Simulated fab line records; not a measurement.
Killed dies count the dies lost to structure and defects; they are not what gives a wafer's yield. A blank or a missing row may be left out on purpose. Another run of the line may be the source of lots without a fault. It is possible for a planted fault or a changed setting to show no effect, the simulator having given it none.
8D (eight disciplines) problem report, filled in by code    flow n5-finfet    the parts of the form that need people (team, actions taken, sign-off) are left out

== 1. THE PROBLEM ==
At N5_PASSIVATION_PROBE_49, killed_at_M4_up averages 143 over 2 wafers from 2 lots, while fault-free wafers read 14, standard deviation 5.2. That is +25 standard deviations from the usual mean.
The first sign was on wafer L968.3 at day 19 16:55, on prober-01. The record has a number at this step for 23 wafers belonging to 9 lots. Rule for "out" (also "out of limits"): further than 4 standard deviations from the usual mean. All remaining wafers that have a number are taken as sound.

== 2. WHAT IT IS AND WHAT IT IS NOT ==
question                     is                            is not
which readings at this step  killed_at_M4_up, killed-dies  killed_at_M0_to_M3, killed-at-contacts, killed-at-front-end, killed-at-other, killed-short
which lots                   L968, L969                    L950, L951, L953, L960, L962, L963, L971
which wafers of those lots   all that have a number        -
read on which tools          prober-01                     prober-02
when                         from day 19 16:55             up to then (18 sound wafers); but 3 sound wafers of L971 came after

== 3. THE SUSPECTS, EACH WITH WHAT RULES IT OUT ==
Counting: a tool at a process step up to the reading stays a suspect if it ran every lot that is out and no sound lot after the first of them.
- pvd-sputter-03 at N5_BEOL_M7_SPUTTER_48 (material Cu, target thk 10 nm, time 1.667 s): kept. All lots that are out passed through it, beginning with L969 at day 16 12:14, and no sound lot followed; its final sound lot before that point was L951 at day 10 13:20.
- prober-01 at N5_PASSIVATION_PROBE_49: ruled out as a lasting fault. The sound lots L971 went through it after L968, its earliest lot that is out (day 19 16:55).
Left after counting: pvd-sputter-03 at N5_BEOL_M7_SPUTTER_48.

== 4. THE CAUSE (what the simulator had put in) ==
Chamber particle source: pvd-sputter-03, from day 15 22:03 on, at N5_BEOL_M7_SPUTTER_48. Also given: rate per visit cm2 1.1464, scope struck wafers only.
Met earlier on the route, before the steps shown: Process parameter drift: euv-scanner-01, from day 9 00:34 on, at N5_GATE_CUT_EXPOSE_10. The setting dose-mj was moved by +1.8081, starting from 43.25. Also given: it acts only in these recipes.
This tool alone remained once counting was done.

== 5. THE CHAIN OF EFFECTS, in route order ==
Rows list readings where the struck wafers' mean (over those with a number) sits beyond 3 standard deviations from the usual. Only readings for which the record gives a usual standard deviation are gone through. hours: the time from each lot's start at the first step in this table that gives one to its start at this step, as a median over the lots. sigmas: the change in usual standard deviations.
hours  step                     reading          usual  on struck wafers  change  sigmas
0      N5_PASSIVATION_PROBE_49  killed_at_M4_up  14     143               +129    +25
0      N5_PASSIVATION_PROBE_49  killed-dies      105    225               +120    +7.5
Here are the process steps it includes:
- N5_PASSIVATION_PROBE_49

== 6. WHAT WOULD HAVE CAUGHT IT SOONER ==
91 hours passed between the start of the fault at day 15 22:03 and the first reading out of limits in this record, taken at day 19 16:55.
An alarm limit of 4 standard deviations would not have fired on the tool readings at N5_BEOL_M7_SPUTTER_48 for which the record gives a usual standard deviation, since none of them was out on any struck wafer.
All the lots that are out (2) had begun N5_BEOL_M7_SPUTTER_48 on pvd-sputter-03 by day 19 16:55. A hold on the tool at that time would have spared none of them.
